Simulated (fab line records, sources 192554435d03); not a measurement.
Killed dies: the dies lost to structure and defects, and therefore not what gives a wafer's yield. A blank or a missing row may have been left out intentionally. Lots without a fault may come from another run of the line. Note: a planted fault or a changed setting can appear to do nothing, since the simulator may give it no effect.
Split-lot experiment :: flow n5_finfet :: 21 wafers read from 7 lots, route of 1938 steps

## ABOUT THE SPLIT
At N5_BEOL_M8_ETCH_65 (etches SiARC in CF4, target depth 15.6 nm, time 26 s), the setting source_w was moved away from the recipe's 545 W on 6 of the 21 wafers read, by -15.1% to +15.9%. For the rest of the wafers, this setting stayed at what the recipe calls for.

The reading comes from the split's own step.

## THE READING
rf_vpp_V, in V, at N5_BEOL_M8_ETCH_65 (etches SiARC in CF4, target depth 15.6 nm, time 26 s). Typical for fault-free wafers on this fab line: 183.9 V, with standard deviation 1.2 V.

wafer: L074.1
tool, chamber at the split: rie_diel-03, 3
source_w as run, W: 545
against the recipe: recipe
rf_vpp_V, V: 183.3
against lot-mates on the recipe: -

wafer: L074.3
tool, chamber at the split: rie_diel-03, 2
source_w as run, W: 545
against the recipe: recipe
rf_vpp_V, V: 182.7
against lot-mates on the recipe: -

wafer: L074.5
tool, chamber at the split: rie_diel-03, 1
source_w as run, W: 545
against the recipe: recipe
rf_vpp_V, V: 185.3
against lot-mates on the recipe: -

wafer: L077.3
tool, chamber at the split: rie_diel-06, 2
source_w as run, W: 462.7
against the recipe: -15.1%
rf_vpp_V, V: 196.1
against lot-mates on the recipe: +12.5

wafer: L077.4
tool, chamber at the split: rie_diel-06, 2
source_w as run, W: 545
against the recipe: recipe
rf_vpp_V, V: 183.6
against lot-mates on the recipe: -

wafer: L077.6
tool, chamber at the split: rie_diel-06, 3
source_w as run, W: 462.7
against the recipe: -15.1%
rf_vpp_V, V: 193.5
against lot-mates on the recipe: +9.9

wafer: L080.2
tool, chamber at the split: rie_diel-06, 3
source_w as run, W: 545
against the recipe: recipe
rf_vpp_V, V: 182.7
against lot-mates on the recipe: -

wafer: L080.4
tool, chamber at the split: rie_diel-06, 2
source_w as run, W: 545
against the recipe: recipe
rf_vpp_V, V: 184.7
against lot-mates on the recipe: -

wafer: L080.6
tool, chamber at the split: rie_diel-06, 3
source_w as run, W: 545
against the recipe: recipe
rf_vpp_V, V: 183.9
against lot-mates on the recipe: -

wafer: L082.1
tool, chamber at the split: rie_diel-05, 1
source_w as run, W: 545
against the recipe: recipe
rf_vpp_V, V: 182.3
against lot-mates on the recipe: -

wafer: L082.2
tool, chamber at the split: rie_diel-05, 2
source_w as run, W: 545
against the recipe: recipe
rf_vpp_V, V: 185.4
against lot-mates on the recipe: -

wafer: L082.6
tool, chamber at the split: rie_diel-05, 3
source_w as run, W: 545
against the recipe: recipe
rf_vpp_V, V: 183.5
against lot-mates on the recipe: -

wafer: L084.2
tool, chamber at the split: rie_diel-03, 0
source_w as run, W: 545
against the recipe: recipe
rf_vpp_V, V: 182.6
against lot-mates on the recipe: -

wafer: L084.4
tool, chamber at the split: rie_diel-03, 2
source_w as run, W: 622.4
against the recipe: +14.2%
rf_vpp_V, V: 173.9
against lot-mates on the recipe: -8.7

wafer: L084.6
tool, chamber at the split: rie_diel-03, 3
source_w as run, W: 622.4
against the recipe: +14.2%
rf_vpp_V, V: 175.1
against lot-mates on the recipe: -7.5

wafer: L091.2
tool, chamber at the split: rie_diel-06, 1
source_w as run, W: 545
against the recipe: recipe
rf_vpp_V, V: 184.1
against lot-mates on the recipe: -

wafer: L091.3
tool, chamber at the split: rie_diel-06, 0
source_w as run, W: 545
against the recipe: recipe
rf_vpp_V, V: 184.9
against lot-mates on the recipe: -

wafer: L091.4
tool, chamber at the split: rie_diel-06, 3
source_w as run, W: 545
against the recipe: recipe
rf_vpp_V, V: 182.4
against lot-mates on the recipe: -

wafer: L094.1
tool, chamber at the split: rie_diel-05, 0
source_w as run, W: 631.7
against the recipe: +15.9%
rf_vpp_V, V: 173.8
against lot-mates on the recipe: -10.3

wafer: L094.2
tool, chamber at the split: rie_diel-05, 2
source_w as run, W: 631.7
against the recipe: +15.9%
rf_vpp_V, V: 177.6
against lot-mates on the recipe: -6.5

wafer: L094.3
tool, chamber at the split: rie_diel-05, 3
source_w as run, W: 545
against the recipe: recipe
rf_vpp_V, V: 184.1
against lot-mates on the recipe: -

FIT RESULTS
A straight line over all 21 wafers: rf_vpp_V changes by -0.63 V for each +1% of source_w; r = -0.97; the points scatter about the line by 1.4 V.
The same after taking each lot's own level away (the mean of its wafers on the recipe; 21 wafers): -0.62 V for each +1%; r = -0.97; scatter 1.3 V.
That fit puts the effect of the largest move of source_w on the reading at 9.9 V.
Measured against the standard deviation above, the lots' own levels, which go from 182.60 to 184.10 V, span 1.2 times it.
The two slopes agree, so the slope changes little with the lot-to-lot level.
Check: -9.27 V against its lot-mates is what the line predicts for one of the wafers moved furthest among these (+15.9%) when that wafer is left out of the fit. It came out at -10.3 V against them.
Tool readings at the split's step, against how far the setting was moved: etch_rf_on_time_s r = -0.95; rf_vpp_V r = -0.97.

## ADDITIONAL SPLITS CARRIED BY THESE WAFERS
Note: prior to the reading, these wafers also went through further splits. Each is held against what the fit with the lots' levels taken away leaves over:
other split on the same wafers: N5_BEOL_M7_ETCH_41 source_w
wafers away from the commonest value: 4
r with rf_vpp_V (lot level and that fit taken away): -0.50

## THE WHOLE CHAIN: every reading that the file lists as answering this split, in the file's order
step: N5_BEOL_M8_ETCH_65
what it does: etches SiARC in CF4, target depth 15.6 nm, time 26 s
reading: etch_rf_on_time_s
change (the file's fit): withheld for each +1% of the setting
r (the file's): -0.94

step: N5_BEOL_M8_ETCH_65
what it does: etches SiARC in CF4, target depth 15.6 nm, time 26 s
reading: rf_vpp_V
change (the file's fit): -0.612 V for each +1% of the setting
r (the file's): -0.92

## FILE'S OWN FIT
rf_vpp_V changes by -0.612 V for each +1% of source_w, r = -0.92.
